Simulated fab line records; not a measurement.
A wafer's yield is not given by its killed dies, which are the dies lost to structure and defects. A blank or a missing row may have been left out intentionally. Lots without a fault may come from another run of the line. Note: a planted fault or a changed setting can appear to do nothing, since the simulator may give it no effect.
fab line records ; flow nand_harc
record lots=24; wafers=72; last_day=24
route steps=1159 shown A_WL_FILL@832 A_CONTACT@842
lots that met no fault: from a run of the same line without faults
start_h: start of the lot's first displayed wafer, in hours after the record's first day ; wait_h: hours from the lot's prior step to this one ; " as in the row above ; L1.1+2: several wafers, shown together as one row ; - no value, or no start given ; * or withheld: withheld ; < > ~ a bound
route shown NAME@n: NAME is a module with steps in the file, n the number in the route of the first one ; usual: mean/standard deviation of fault-free wafers ; same: alike in all rows ; chamber/n: place in a boat ; sites: each site's reading ; _std_site: standard deviation across them ; _edge_site: the outer-site mean with the inner-site mean subtracted ; radius_mm: for every site, how far away it sits from the centre of the wafer ; mask NAME#n: copy n ; behind: the most recent tool/chamber to have shaped the wafer ; hold: why the lot was held/for how many hours/how that ended ; device: names the non-switching transistor (n, p or np) ; end of line: the tests these same wafers got at the end of their route ; a step with no rows: only its recipe ; killed: dies that structure and defects cost at the first sort, which is not the same as the wafer's yield ; map: per-die view of a wafer (x killed, . not killed, _ where there is no die)
set.NAME: the setting the step ran with; set.NAME@STEP: the setting that earlier step ran with ; model.NAME: the simulator's own value behind a step, which no gauge read
route steps across a sampled set of lots; one table per step, one row per wafer
services: from which hour (start_h, from the record's first day; less than 0 if before it) a tool's chamber was out of use, for how many hours, and why
## steps
# step NHARC_A_WL_FILL_ALD_19
# recipe target_thk_a=20; pulse_time_s=3; ald_cycles=100; temp_c=450; material=TiN
# usual heater_power_w=1110/99; precursor_pulse_height_rel=1.001/0.02
# same ald_cycles=100
lot.wafer;tool;chamber;start_h;wait_h;heater_power_w;precursor_pulse_height_rel
L074.1;ald_metal-02;2;340.94;0.1;1073;0.995
L074.3;ald_metal-02;0;340.94;0.1;853;1.026
L074.2;ald_metal-02;1;340.94;0.1;1069;0.983
L075.1;ald_metal-03;1;353.43;0.1;1061;1.007
L075.4;ald_metal-03;1;353.43;0.1;1080;1.004
L075.3;ald_metal-03;3;353.43;0.1;1024;0.988
L077.2;ald_metal-03;1;360.93;0.1;1067;1.009
L077.6;ald_metal-03;2;360.93;0.1;1136;0.995
L077.5;ald_metal-03;3;360.93;0.1;1018;0.976
L076.3;ald_metal-04;0;360.97;0.1;1335;1.043
L076.6;ald_metal-04;2;360.97;0.1;1169;0.998
L076.5;ald_metal-04;3;360.97;0.1;1193;0.988
L078.1;ald_metal-04;1;370.25;0.1;1245;1.008
L078.4;ald_metal-04;3;370.25;0.1;1200;0.987
L078.5;ald_metal-04;0;370.25;0.1;1374;0.947
L081.2;ald_metal-03;1;384.87;0.1;1056;0.981
L081.4;ald_metal-03;3;384.87;0.1;1015;1.008
L081.1;ald_metal-03;0;384.87;0.1;1034;1.002
L079.3;ald_metal-04;3;384.87;0.1;1184;0.997
L079.4;ald_metal-04;0;384.87;0.1;1354;0.978
L079.2;ald_metal-04;2;384.87;0.1;1192;0.992
L080.3;ald_metal-02;1;384.88;0.1;1118;0.973
L080.2;ald_metal-02;3;384.88;0.1;1130;1.007
L080.4;ald_metal-02;0;384.88;0.1;905;1.007
L083.2;ald_metal-03;0;416.11;0.1;1032;0.969
L083.4;ald_metal-03;1;416.11;0.1;1046;1.000
L083.1;ald_metal-03;2;416.11;0.1;1149;0.992
L082.3;ald_metal-02;0;416.12;0.1;921;0.999
L082.2;ald_metal-02;1;416.12;0.1;1124;1.002
L082.4;ald_metal-02;2;416.12;0.1;1044;1.003
L084.2;ald_metal-03;2;423.11;0.1;1141;0.989
L084.4;ald_metal-03;3;423.11;0.1;1037;1.040
L084.5;ald_metal-03;2;423.11;0.1;1151;0.986
L087.4;ald_metal-02;2;423.11;0.1;1066;1.035
L087.1;ald_metal-02;3;423.11;0.1;1127;1.003
L087.2;ald_metal-02;0;423.11;0.1;920;1.012
L086.3;ald_metal-04;0;429.56;0.1;1305;0.990
L086.4;ald_metal-04;3;429.56;0.1;1115;1.044
L086.6;ald_metal-04;1;429.56;0.1;1256;1.003
L085.3;ald_metal-03;2;429.56;0.1;1118;1.011
L085.1;ald_metal-03;3;429.56;0.1;1015;1.016
L085.6;ald_metal-03;2;429.56;0.1;1150;1.007
L088.2;ald_metal-02;3;429.61;0.1;1153;1.046
L088.4;ald_metal-02;0;429.61;0.1;910;0.972
L088.5;ald_metal-02;2;429.61;0.1;1043;0.981
L089.4;ald_metal-02;2;442.64;0.1;1041;0.992
L089.2;ald_metal-02;3;442.64;0.1;1135;1.002
L089.3;ald_metal-02;1;442.64;0.1;1126;1.015
L090.3;ald_metal-03;0;442.66;0.2;1021;1.002
L090.6;ald_metal-03;1;442.66;0.2;1105;1.000
L090.5;ald_metal-03;2;442.66;0.2;1149;0.968
L093.3;ald_metal-02;3;466.39;0.1;1135;1.033
L093.4;ald_metal-02;2;466.39;0.1;1047;0.983
L093.5;ald_metal-02;3;466.39;0.1;1136;1.002
L094.3;ald_metal-04;1;466.42;0.1;1229;1.026
L094.4;ald_metal-04;3;466.42;0.1;1112;1.000
L094.6;ald_metal-04;2;466.42;0.1;1104;1.008
L092.1;ald_metal-03;0;466.44;0.1;1044;0.970
L092.2;ald_metal-03;1;466.44;0.1;1049;0.994
L092.6;ald_metal-03;2;466.44;0.1;1138;0.974
L091.3;ald_metal-04;2;481.59;0.1;1099;0.947
L091.4;ald_metal-04;3;481.59;0.1;1093;1.009
L091.5;ald_metal-04;3;481.59;0.1;1114;1.006
L097.1;ald_metal-03;0;481.59;0.1;1034;1.029
L097.3;ald_metal-03;1;481.59;0.1;1078;1.037
L097.4;ald_metal-03;0;481.59;0.1;1047;0.976
L096.3;ald_metal-02;2;481.64;0.1;1078;1.012
L096.4;ald_metal-02;3;481.64;0.1;1141;1.016
L096.1;ald_metal-02;0;481.64;0.1;931;1.028
L095.4;ald_metal-04;1;486.23;0.1;1240;0.971
L095.1;ald_metal-04;3;486.23;0.1;1127;0.974
L095.6;ald_metal-04;1;486.23;0.1;1285;0.972
# step NHARC_A_CONTACT_DEP_28
# recipe target_thk_a=36000; temp_c=400; material=aC
# usual throttle_valve_pct=34.999/0.0077
lot.wafer;tool;chamber;start_h;wait_h;throttle_valve_pct
L074.1;acl_dep-01;0;352.17;1.0;35.008
L074.2;acl_dep-01;0;352.17;1.0;35.012
L074.3;acl_dep-01;0;352.17;1.0;34.990
L075.1;acl_dep-03;0;364.55;4.6;35.010
L075.3;acl_dep-03;0;364.55;4.6;35.010
L075.4;acl_dep-03;0;364.55;4.6;34.989
L077.2;acl_dep-01;0;370.23;2.9;34.997
L077.5;acl_dep-01;0;371.33;4.0;34.999
L077.6;acl_dep-01;0;371.33;4.0;34.999
L076.3;acl_dep-03;0;371.25;3.4;35.004
L076.5;acl_dep-03;0;371.25;3.4;34.996
L076.6;acl_dep-03;0;371.25;3.4;35.003
L078.1;acl_dep-02;0;379.51;2.9;35.004
L078.4;acl_dep-02;0;380.61;4.0;34.984
L078.5;acl_dep-02;0;380.61;4.0;35.004
L079.2;acl_dep-01;0;391.64;0.4;34.997
L079.3;acl_dep-01;0;391.64;0.4;34.988
L079.4;acl_dep-01;0;391.64;0.4;35.000
L080.2;acl_dep-02;0;395.90;0.4;35.016
L080.3;acl_dep-02;0;395.90;0.4;35.001
L080.4;acl_dep-02;0;395.90;0.4;35.003
L081.1;acl_dep-02;0;400.92;1.2;35.000
L081.2;acl_dep-02;0;400.92;1.2;34.989
L081.4;acl_dep-02;0;400.92;1.2;35.000
L082.2;acl_dep-01;0;422.95;0.4;34.990
L082.3;acl_dep-01;0;422.95;0.4;35.009
L082.4;acl_dep-01;0;422.95;0.4;35.009
L083.1;acl_dep-02;0;422.98;0.1;34.985
L083.2;acl_dep-02;0;422.98;0.1;34.988
L083.4;acl_dep-02;0;422.98;0.1;35.000
L087.1;acl_dep-01;0;432.41;2.1;35.014
L087.2;acl_dep-01;0;432.41;2.1;35.003
L087.4;acl_dep-01;0;432.41;2.1;35.000
L084.2;acl_dep-02;0;434.11;3.3;34.990
L084.4;acl_dep-02;0;434.11;3.3;35.000
L084.5;acl_dep-02;0;434.11;3.3;35.005
L086.3;acl_dep-01;0;437.26;1.3;34.998
L086.4;acl_dep-01;0;437.26;1.3;35.007
L086.6;acl_dep-01;0;437.26;1.3;34.992
L085.1;acl_dep-02;0;437.85;1.9;34.998
L085.3;acl_dep-02;0;437.85;1.9;35.007
L085.6;acl_dep-02;0;439.65;3.7;35.008
L088.2;acl_dep-01;0;441.70;1.5;35.013
L088.4;acl_dep-01;0;441.70;1.5;34.983
L088.5;acl_dep-01;0;441.70;1.5;35.002
L089.2;acl_dep-02;0;451.45;2.4;35.012
L089.3;acl_dep-02;0;451.45;2.4;35.001
L089.4;acl_dep-02;0;451.45;2.4;34.988
L090.3;acl_dep-01;0;451.64;2.7;35.011
L090.5;acl_dep-01;0;451.64;2.7;34.992
L090.6;acl_dep-01;0;451.64;2.7;34.998
L093.3;acl_dep-02;0;476.70;0.8;35.010
L093.4;acl_dep-02;0;476.70;0.8;35.003
L093.5;acl_dep-02;0;476.70;0.8;34.993
L092.1;acl_dep-02;0;481.40;0.1;34.992
L092.2;acl_dep-02;0;481.40;0.1;34.999
L092.6;acl_dep-02;0;483.23;1.9;34.989
L094.3;acl_dep-02;0;486.38;0.8;35.004
L094.4;acl_dep-02;0;486.38;0.8;34.994
L094.6;acl_dep-02;0;486.38;0.8;35.000
L096.1;acl_dep-03;0;494.01;0.3;35.001
L096.3;acl_dep-03;0;494.01;0.3;34.987
L096.4;acl_dep-03;0;494.01;0.3;34.988
L091.3;acl_dep-02;0;494.72;1.3;34.988
L091.4;acl_dep-02;0;494.72;1.3;34.993
L091.5;acl_dep-02;0;494.72;1.3;35.001
L097.1;acl_dep-01;0;497.90;0.1;34.999
L097.3;acl_dep-01;0;497.90;0.1;35.001
L097.4;acl_dep-01;0;497.90;0.1;35.007
L095.1;acl_dep-02;0;504.67;0.9;35.008
L095.4;acl_dep-02;0;505.78;2.0;35.004
L095.6;acl_dep-02;0;505.78;2.0;34.990
# step NHARC_A_CONTACT_OVL_MEAS_43
# usual overlay_x_nm=0.3/0.83; overlay_y_nm=-0.1/0.85
lot.wafer;tool;chamber;start_h;wait_h;overlay_x_nm;overlay_y_nm
L074.1;overlay-02;-;355.24;-;-0.2;-1.6
L074.2;overlay-02;-;355.24;-;-0.2;-1.7
L074.3;overlay-02;-;355.24;-;0.2;-1.5
L075.1;overlay-02;-;367.92;-;0.3;-0.2
L075.3;overlay-02;-;367.92;-;0.5;-0.4
L075.4;overlay-02;-;367.92;-;0.1;-0.5
L077.2;overlay-02;-;372.90;-;-0.9;0.6
L077.5;overlay-02;-;372.90;-;-1.0;0.2
L077.6;overlay-02;-;372.90;-;-0.6;0.3
L076.3;overlay-01;-;373.55;-;-0.7;0.2
L076.5;overlay-01;-;373.55;-;-0.6;0.8
L076.6;overlay-01;-;373.55;-;-0.7;0.4
L078.1;overlay-02;-;382.56;-;1.1;-0.7
L078.4;overlay-02;-;382.56;-;1.1;0.1
L078.5;overlay-02;-;382.56;-;1.0;-0.3
L079.2;overlay-02;-;394.36;-;0.6;-1.0
L079.3;overlay-02;-;394.36;-;0.2;-0.8
L079.4;overlay-02;-;394.36;-;0.3;-0.6
L080.2;overlay-01;-;398.60;-;1.2;-1.0
L080.3;overlay-01;-;398.60;-;0.8;-0.4
L080.4;overlay-01;-;398.60;-;1.0;-0.2
L081.1;overlay-01;-;403.94;-;-0.5;0.6
L081.2;overlay-01;-;403.94;-;-0.7;0.3
L081.4;overlay-01;-;403.94;-;-0.3;0.4
L082.2;overlay-01;-;425.61;-;0.3;1.0
L082.3;overlay-01;-;425.61;-;-0.3;1.1
L082.4;overlay-01;-;425.61;-;0.5;0.9
L083.1;overlay-01;-;426.03;-;-1.2;0.0
L083.2;overlay-01;-;426.03;-;-0.8;-0.4
L083.4;overlay-01;-;426.03;-;-1.5;-0.4
L087.1;overlay-01;-;435.47;-;1.5;1.9
L087.2;overlay-01;-;435.47;-;1.4;1.2
L087.4;overlay-01;-;435.47;-;1.5;1.6
L084.2;overlay-02;-;436.66;-;0.0;1.5
L084.4;overlay-02;-;436.66;-;-0.4;1.5
L084.5;overlay-02;-;436.66;-;-0.3;1.4
L086.3;overlay-02;-;439.59;-;-0.1;-0.5
L086.4;overlay-02;-;439.59;-;-1.0;0.0
L086.6;overlay-02;-;439.59;-;-0.2;0.1
L085.1;overlay-02;-;440.84;-;1.6;1.1
L085.3;overlay-02;-;440.84;-;2.1;1.0
L085.6;overlay-02;-;440.84;-;1.8;0.9
L088.2;overlay-01;-;444.40;-;0.3;-0.5
L088.4;overlay-01;-;444.40;-;0.1;-0.3
L088.5;overlay-01;-;444.40;-;0.0;0.2
L090.3;overlay-02;-;453.94;-;-0.6;-0.2
L090.5;overlay-02;-;453.94;-;-0.4;-0.7
L090.6;overlay-02;-;453.94;-;-0.8;-0.5
L089.2;overlay-02;-;454.11;-;-0.8;0.1
L089.3;overlay-02;-;454.11;-;-0.5;0.1
L089.4;overlay-02;-;454.11;-;-0.3;0.2
L093.3;overlay-01;-;479.01;-;0.4;-1.3
L093.4;overlay-01;-;479.01;-;0.4;-1.2
L093.5;overlay-01;-;479.01;-;0.2;-0.5
L092.1;overlay-01;-;484.30;-;0.6;-0.8
L092.2;overlay-01;-;484.30;-;1.3;-1.1
L092.6;overlay-01;-;484.30;-;1.0;-0.8
L094.3;overlay-02;-;488.69;-;0.5;-0.2
L094.4;overlay-02;-;488.69;-;0.7;-0.9
L094.6;overlay-02;-;488.69;-;0.7;-0.2
L096.1;overlay-02;-;496.95;-;1.5;-0.7
L096.3;overlay-02;-;496.95;-;1.6;-0.3
L096.4;overlay-02;-;496.95;-;1.9;0.0
L091.3;overlay-01;-;497.21;-;0.6;1.1
L091.4;overlay-01;-;497.21;-;1.0;0.5
L091.5;overlay-01;-;497.21;-;0.9;0.6
L097.1;overlay-01;-;500.93;-;0.4;-0.4
L097.3;overlay-01;-;500.93;-;-0.2;-0.7
L097.4;overlay-01;-;500.93;-;0.1;-0.2
L095.1;overlay-01;-;507.72;-;0.9;-0.2
L095.4;overlay-01;-;507.72;-;1.3;-0.1
L095.6;overlay-01;-;507.72;-;1.2;-0.5
# step NHARC_A_CONTACT_ETCH_48
# recipe target_depth_a=390; over_etch_frac=0.3; time_s=65; ion_energy_ev=80; cf4_flow_sccm=150; ar_flow_sccm=0; rf_w=300; bias_w=100; chemistry=CF4
# usual drypump_motor_current_A=5.9/0.39; oes_product_au=1.004/0.0071; rf_vpp_V=151.7/1.3; showerhead_plenum_p_Torr=1.80/0.07; throttle_valve_pct=13.284/0.0093
lot.wafer;tool;chamber;start_h;wait_h;drypump_motor_current_A;oes_product_au;rf_hours_counter_h;rf_vpp_V;showerhead_plenum_p_Torr;throttle_valve_pct
L074.2;rie_diel-11;2;355.47;0.1;5.8;0.992;57;150.6;1.75;13.287
L074.3;rie_diel-11;3;355.47;0.1;6.5;0.999;57;149.4;1.66;13.279
L074.1;rie_diel-11;0;355.47;0.1;6.0;1.007;58;151.3;1.80;13.284
L075.3;rie_diel-05;3;368.11;0.1;5.9;1.004;4;153.2;1.86;13.281
L075.1;rie_diel-05;0;368.11;0.1;6.3;1.007;3;153.2;1.84;13.296
L075.4;rie_diel-05;2;368.11;0.1;6.2;1.001;3;151.7;1.82;13.270
L077.2;rie_diel-05;3;373.27;0.2;5.9;1.020;6;150.6;1.86;13.292
L077.6;rie_diel-05;1;373.27;0.2;5.3;1.007;-;152.2;1.86;13.263
L077.5;rie_diel-05;2;373.27;0.2;6.2;1.002;-;152.6;1.82;13.280
L076.3;rie_diel-08;3;373.75;0.1;5.4;0.997;23;151.1;1.70;13.290
L076.6;rie_diel-08;0;373.75;0.1;6.2;0.997;-;151.9;1.82;13.286
L076.5;rie_diel-08;1;373.75;0.1;5.6;1.010;-;149.2;1.65;13.264
L078.1;rie_diel-05;0;382.77;0.1;6.3;1.014;8;151.5;1.84;13.281
L078.5;rie_diel-05;2;382.77;0.1;6.2;1.005;-;153.1;1.82;13.301
L078.4;rie_diel-05;1;382.77;0.1;5.3;1.011;-;153.7;1.86;13.290
L079.4;rie_diel-11;2;394.54;0.1;5.9;0.986;7;150.3;1.75;13.299
L079.2;rie_diel-11;3;394.54;0.1;6.5;1.011;6;147.3;1.65;13.256
L079.3;rie_diel-11;0;394.54;0.1;6.0;1.005;7;152.2;1.80;13.285
L080.4;rie_diel-08;3;398.78;0.1;5.5;1.011;32;149.8;1.70;13.288
L080.3;rie_diel-08;0;398.78;0.1;6.2;0.991;35;153.0;1.82;13.283
L080.2;rie_diel-08;2;398.78;0.1;5.3;1.004;38;153.7;1.88;13.314
L081.4;rie_diel-05;2;404.13;0.1;6.2;0.997;11;152.7;1.82;13.281
L081.1;rie_diel-05;3;404.13;0.1;5.9;1.006;12;152.5;1.86;13.270
L081.2;rie_diel-05;0;404.13;0.1;6.3;1.007;12;152.7;1.84;13.283
L082.2;rie_diel-05;3;425.80;0.1;5.9;1.005;14;153.0;1.86;13.273
L082.3;rie_diel-05;0;425.80;0.1;6.3;1.013;14;153.7;1.84;13.296
L082.4;rie_diel-05;1;425.80;0.1;5.3;1.001;14;152.8;1.85;13.268
L083.2;rie_diel-08;1;426.30;0.1;5.6;0.991;41;149.1;1.65;13.300
L083.4;rie_diel-08;2;426.30;0.1;5.3;0.996;43;154.9;1.88;13.272
L083.1;rie_diel-08;3;426.30;0.1;5.5;1.010;38;151.1;1.70;13.269
L087.1;rie_diel-11;2;435.71;0.1;5.8;1.011;19;149.7;1.75;13.282
L087.4;rie_diel-11;3;435.71;0.1;6.5;1.006;17;149.8;1.65;13.280
L087.2;rie_diel-11;0;435.71;0.1;6.0;0.998;17;151.3;1.79;13.281
L084.2;rie_diel-05;1;436.88;0.1;5.3;1.008;16;153.8;1.85;13.289
L084.4;rie_diel-05;2;436.88;0.1;6.2;1.002;-;153.2;1.82;13.287
L084.5;rie_diel-05;1;436.88;0.1;5.3;1.001;-;151.8;1.85;13.283
L086.3;rie_diel-08;2;439.80;0.1;5.3;1.003;50;152.1;1.87;13.293
L086.4;rie_diel-08;3;439.80;0.1;5.5;1.006;47;151.8;1.70;13.272
L086.6;rie_diel-08;1;439.80;0.1;5.6;1.004;-;150.0;1.65;13.297
L085.3;rie_diel-05;0;441.02;0.1;6.3;0.996;18;151.9;1.84;13.271
L085.1;rie_diel-05;2;441.02;0.1;6.2;1.004;18;150.5;1.82;13.281
L085.6;rie_diel-05;1;441.02;0.1;5.3;1.012;-;150.5;1.85;13.284
L088.4;rie_diel-11;0;444.58;0.1;6.0;0.994;21;152.5;1.79;13.288
L088.2;rie_diel-11;1;444.58;0.1;6.2;1.003;23;152.0;1.82;13.266
L088.5;rie_diel-11;0;444.58;0.1;6.0;1.000;-;152.5;1.79;13.286
L090.3;rie_diel-11;2;454.16;0.1;5.8;0.995;28;151.8;1.74;13.288
L090.6;rie_diel-11;3;454.16;0.1;6.5;0.997;-;149.3;1.65;13.279
L090.5;rie_diel-11;0;454.16;0.1;6.0;0.999;-;152.6;1.79;13.292
L089.3;rie_diel-11;3;454.47;0.2;6.5;0.996;25;149.7;1.65;13.280
L089.2;rie_diel-11;1;454.47;0.2;6.2;1.010;28;150.3;1.82;13.302
L089.4;rie_diel-11;2;454.47;0.2;5.8;0.996;28;150.6;1.74;13.274
L093.3;rie_diel-05;2;479.19;0.1;6.2;0.990;23;152.8;1.81;13.284
L093.4;rie_diel-05;1;479.19;0.1;5.3;0.999;23;152.1;1.85;13.292
L093.5;rie_diel-05;3;479.19;0.1;5.9;0.999;-;151.8;1.85;13.270
L092.2;rie_diel-11;2;484.54;0.1;5.8;1.004;35;152.3;1.74;13.298
L092.1;rie_diel-11;0;484.54;0.1;6.0;0.998;33;151.6;1.79;13.285
L092.6;rie_diel-11;2;484.54;0.1;5.9;0.996;-;150.4;1.74;13.281
L094.3;rie_diel-05;3;488.88;0.1;5.9;1.004;24;150.6;1.85;13.293
L094.4;rie_diel-05;0;488.88;0.1;6.4;1.005;27;152.4;1.83;13.283
L094.6;rie_diel-05;2;488.88;0.1;6.2;1.008;-;151.5;1.81;13.278
L096.3;rie_diel-08;1;497.28;0.2;5.6;0.998;5;152.3;1.91;13.291
L096.4;rie_diel-08;2;497.28;0.2;5.4;0.998;6;152.1;1.87;13.271
L096.1;rie_diel-08;3;497.28;0.2;5.5;0.994;6;150.5;1.69;13.281
L091.4;rie_diel-05;1;497.41;0.1;5.3;0.995;28;152.3;1.85;13.288
L091.3;rie_diel-05;3;497.41;0.1;5.9;0.993;26;150.2;1.85;13.290
L091.5;rie_diel-05;0;497.41;0.1;6.3;0.993;-;152.7;1.83;13.283
L097.1;rie_diel-05;1;501.13;0.1;5.3;1.011;29;154.1;1.85;13.293
L097.3;rie_diel-05;2;501.13;0.1;6.2;1.005;29;152.1;1.81;13.288
L097.4;rie_diel-05;1;501.13;0.1;5.3;1.006;-;150.6;1.85;13.293
L095.1;rie_diel-11;3;507.91;0.1;6.5;1.023;47;149.2;1.64;13.280
L095.4;rie_diel-11;0;507.91;0.1;6.0;1.014;47;150.3;1.79;13.302
L095.6;rie_diel-11;2;507.91;0.1;5.8;1.005;-;150.9;1.74;13.283
# step NHARC_A_CONTACT_ETCH_117
# recipe source_w=withheld; pressure_mtorr=20; bias_v=3000; time_s=94; target_depth_a=9220; ar_flow_sccm=withheld; c4f8_flow_sccm=withheld; o2_flow_sccm=withheld; chemistry=C4F8/O2/Ar
lot.wafer;tool;chamber;start_h;wait_h;rf_hours_counter_h
L074.1;har_cap_etch-01;0;357.31;0.1;53
L074.2;har_cap_etch-01;1;357.31;0.1;53
L074.3;har_cap_etch-01;1;357.31;0.1;-
L075.1;har_cap_etch-01;0;369.94;0.1;56
L075.4;har_cap_etch-01;0;369.94;0.1;-
L075.3;har_cap_etch-01;1;369.94;0.1;-
L076.3;har_cap_etch-03;1;375.61;0.1;-
L076.6;har_cap_etch-03;0;375.61;0.1;-
L076.5;har_cap_etch-03;1;375.61;0.1;-
L077.2;har_cap_etch-01;1;375.84;0.1;58
L077.5;har_cap_etch-01;0;375.84;0.1;-
L077.6;har_cap_etch-01;1;375.84;0.1;-
L078.1;har_cap_etch-02;0;384.69;0.1;11
L078.4;har_cap_etch-02;0;384.69;0.1;-
L078.5;har_cap_etch-02;1;384.69;0.1;-
L079.2;har_cap_etch-02;1;396.47;0.1;14
L079.4;har_cap_etch-02;0;396.47;0.1;-
L079.3;har_cap_etch-02;1;396.47;0.1;-
L080.2;har_cap_etch-03;1;400.62;0.1;88
L080.4;har_cap_etch-03;1;400.62;0.1;-
L080.3;har_cap_etch-03;0;400.62;0.1;-
L081.2;har_cap_etch-01;1;405.95;0.1;63
L081.1;har_cap_etch-01;0;405.95;0.1;63
L081.4;har_cap_etch-01;0;405.95;0.1;-
L082.2;har_cap_etch-03;0;427.64;0.1;91
L082.3;har_cap_etch-03;1;427.64;0.1;-
L082.4;har_cap_etch-03;0;427.64;0.1;-
L083.1;har_cap_etch-01;0;428.22;0.1;66
L083.2;har_cap_etch-01;1;428.22;0.1;66
L083.4;har_cap_etch-01;1;428.22;0.1;-
L087.1;har_cap_etch-03;1;437.54;0.1;92
L087.2;har_cap_etch-03;0;437.54;0.1;92
L087.4;har_cap_etch-03;1;437.54;0.1;-
L084.2;har_cap_etch-02;1;438.93;0.1;19
L084.4;har_cap_etch-02;1;438.93;0.1;-
L084.5;har_cap_etch-02;1;438.93;0.1;-
L086.3;har_cap_etch-03;0;441.73;0.1;-
L086.4;har_cap_etch-03;1;441.73;0.1;-
L086.6;har_cap_etch-03;0;441.73;0.1;-
L085.1;har_cap_etch-01;1;442.92;0.1;69
L085.3;har_cap_etch-01;1;442.92;0.1;-
L085.6;har_cap_etch-01;1;442.92;0.1;-
L088.2;har_cap_etch-02;0;446.43;0.1;21
L088.4;har_cap_etch-02;1;446.43;0.1;-
L088.5;har_cap_etch-02;0;446.43;0.1;-
L090.3;har_cap_etch-02;1;456.22;0.1;-
L090.5;har_cap_etch-02;1;456.22;0.1;-
L090.6;har_cap_etch-02;0;456.22;0.1;-
L089.2;har_cap_etch-01;0;456.68;0.1;72
L089.3;har_cap_etch-01;1;456.68;0.1;-
L089.4;har_cap_etch-01;0;456.68;0.1;-
L093.4;har_cap_etch-02;0;481.21;0.1;-
L093.3;har_cap_etch-02;1;481.21;0.1;-
L093.5;har_cap_etch-02;0;481.21;0.1;-
L092.2;har_cap_etch-01;1;486.81;0.1;75
L092.1;har_cap_etch-01;0;486.81;0.1;75
L092.6;har_cap_etch-01;1;486.81;0.1;-
L094.4;har_cap_etch-02;1;490.75;0.1;-
L094.3;har_cap_etch-02;0;490.75;0.1;-
L094.6;har_cap_etch-02;0;490.75;0.1;-
L096.1;har_cap_etch-01;0;499.33;0.1;78
L096.4;har_cap_etch-01;0;499.33;0.1;-
L096.3;har_cap_etch-01;1;499.33;0.1;-
L091.4;har_cap_etch-03;0;499.49;0.1;-
L091.3;har_cap_etch-03;1;499.49;0.1;-
L091.5;har_cap_etch-03;0;499.49;0.1;-
L097.1;har_cap_etch-03;0;503.32;0.1;106
L097.3;har_cap_etch-03;1;503.32;0.1;-
L097.4;har_cap_etch-03;0;503.32;0.1;-
L095.1;har_cap_etch-01;0;510.05;0.1;80
L095.4;har_cap_etch-01;0;510.05;0.1;-
L095.6;har_cap_etch-01;1;510.05;0.1;-
# step NHARC_A_CONTACT_CD_MEAS_53
# usual cd_nm=189.8/0.61
lot.wafer;tool;chamber;start_h;wait_h;cd_nm
L074.1;cd_sem-01;-;358.68;-;190.1
L074.2;cd_sem-01;-;358.68;-;190.2
L074.3;cd_sem-01;-;358.68;-;189.6
L075.1;cd_sem-01;-;371.33;-;190.2
L075.3;cd_sem-01;-;371.33;-;190.6
L075.4;cd_sem-01;-;371.33;-;190.1
L076.3;cd_sem-03;-;376.95;-;189.0
L076.5;cd_sem-03;-;376.95;-;189.6
L076.6;cd_sem-03;-;376.95;-;188.5
L077.2;cd_sem-01;-;377.19;-;188.0
L077.5;cd_sem-01;-;377.19;-;188.9
L077.6;cd_sem-01;-;377.19;-;188.9
L078.1;cd_sem-01;-;386.05;-;190.1
L078.4;cd_sem-01;-;386.05;-;190.5
L078.5;cd_sem-01;-;386.05;-;190.2
L079.2;cd_sem-03;-;397.81;-;189.7
L079.3;cd_sem-03;-;397.81;-;190.6
L079.4;cd_sem-03;-;397.81;-;190.3
L080.2;cd_sem-03;-;401.99;-;190.3
L080.3;cd_sem-03;-;401.99;-;190.2
L080.4;cd_sem-03;-;401.99;-;190.5
L081.1;cd_sem-03;-;407.31;-;189.0
L081.2;cd_sem-03;-;407.31;-;189.2
L081.4;cd_sem-03;-;407.31;-;189.4
L082.2;cd_sem-03;-;428.99;-;190.4
L082.3;cd_sem-03;-;428.99;-;190.1
L082.4;cd_sem-03;-;428.99;-;189.8
L083.1;cd_sem-01;-;429.63;-;189.7
L083.2;cd_sem-01;-;429.63;-;190.3
L083.4;cd_sem-01;-;429.63;-;189.6
L087.1;cd_sem-03;-;438.91;-;190.4
L087.2;cd_sem-03;-;438.91;-;189.8
L087.4;cd_sem-03;-;438.91;-;189.9
L084.2;cd_sem-01;-;440.29;-;188.8
L084.4;cd_sem-01;-;440.29;-;189.6
L084.5;cd_sem-01;-;440.29;-;189.4
L086.3;cd_sem-02;-;443.13;-;189.9
L086.4;cd_sem-02;-;443.13;-;190.3
L086.6;cd_sem-02;-;443.13;-;189.8
L085.1;cd_sem-01;-;444.28;-;190.0
L085.3;cd_sem-01;-;444.28;-;190.2
L085.6;cd_sem-01;-;444.28;-;189.1
L088.2;cd_sem-02;-;447.80;-;190.7
L088.4;cd_sem-02;-;447.80;-;189.9
L088.5;cd_sem-02;-;447.80;-;190.2
L090.3;cd_sem-01;-;457.65;-;189.4
L090.5;cd_sem-01;-;457.65;-;189.1
L090.6;cd_sem-01;-;457.65;-;188.9
L089.2;cd_sem-02;-;458.15;-;190.3
L089.3;cd_sem-02;-;458.15;-;190.1
L089.4;cd_sem-02;-;458.15;-;190.3
L093.3;cd_sem-02;-;482.56;-;189.9
L093.4;cd_sem-02;-;482.56;-;189.4
L093.5;cd_sem-02;-;482.56;-;189.0
L092.1;cd_sem-02;-;488.18;-;189.4
L092.2;cd_sem-02;-;488.18;-;189.4
L092.6;cd_sem-02;-;488.18;-;189.9
L094.3;cd_sem-01;-;492.09;-;190.4
L094.4;cd_sem-01;-;492.09;-;191.1
L094.6;cd_sem-01;-;492.09;-;190.7
L091.3;cd_sem-01;-;500.88;-;189.9
L091.4;cd_sem-01;-;500.88;-;189.6
L091.5;cd_sem-01;-;500.88;-;189.7
L096.1;cd_sem-02;-;501.02;-;189.8
L096.3;cd_sem-02;-;501.02;-;189.5
L096.4;cd_sem-02;-;501.02;-;189.8
L097.1;cd_sem-01;-;504.71;-;189.5
L097.3;cd_sem-01;-;504.71;-;189.2
L097.4;cd_sem-01;-;504.71;-;189.2
L095.1;cd_sem-03;-;511.72;-;189.1
L095.4;cd_sem-03;-;511.72;-;189.3
L095.6;cd_sem-03;-;511.72;-;188.3
## services
tool;chamber;start_h;hours;kind
rie_diel-05;0;320.03;-;clean
ald_metal-03;-;322.00;10.0;pm
ald_metal-03;2;335.50;24.2;repair
ald_metal-03;0;338.53;30.3;repair
rie_diel-05;-;340.62;9.0;pm
rie_diel-08;0;341.33;3.9;repair
rie_diel-08;1;343.02;7.6;repair
rie_diel-08;3;343.92;6.9;repair
acl_dep-02;-;350.83;13.0;pm
ald_metal-02;-;364.00;10.0;pm
rie_diel-11;-;366.51;9.0;pm
ald_metal-02;3;385.38;2.7;repair
acl_dep-03;-;407.28;13.0;pm
rie_diel-08;2;418.57;3.9;repair
ald_metal-03;2;423.43;4.2;repair
rie_diel-05;3;433.93;4.6;repair
rie_diel-08;2;440.89;3.3;repair
acl_dep-01;-;474.79;13.0;pm
rie_diel-08;-;479.31;9.0;pm
ald_metal-03;3;480.99;26.5;repair
har_cap_etch-01;-;481.07;0.2;repair
rie_diel-05;3;497.47;16.2;repair
ald_metal-03;-;500.00;10.0;pm
har_cap_etch-02;-;509.96;0.2;repair
## key
fault none
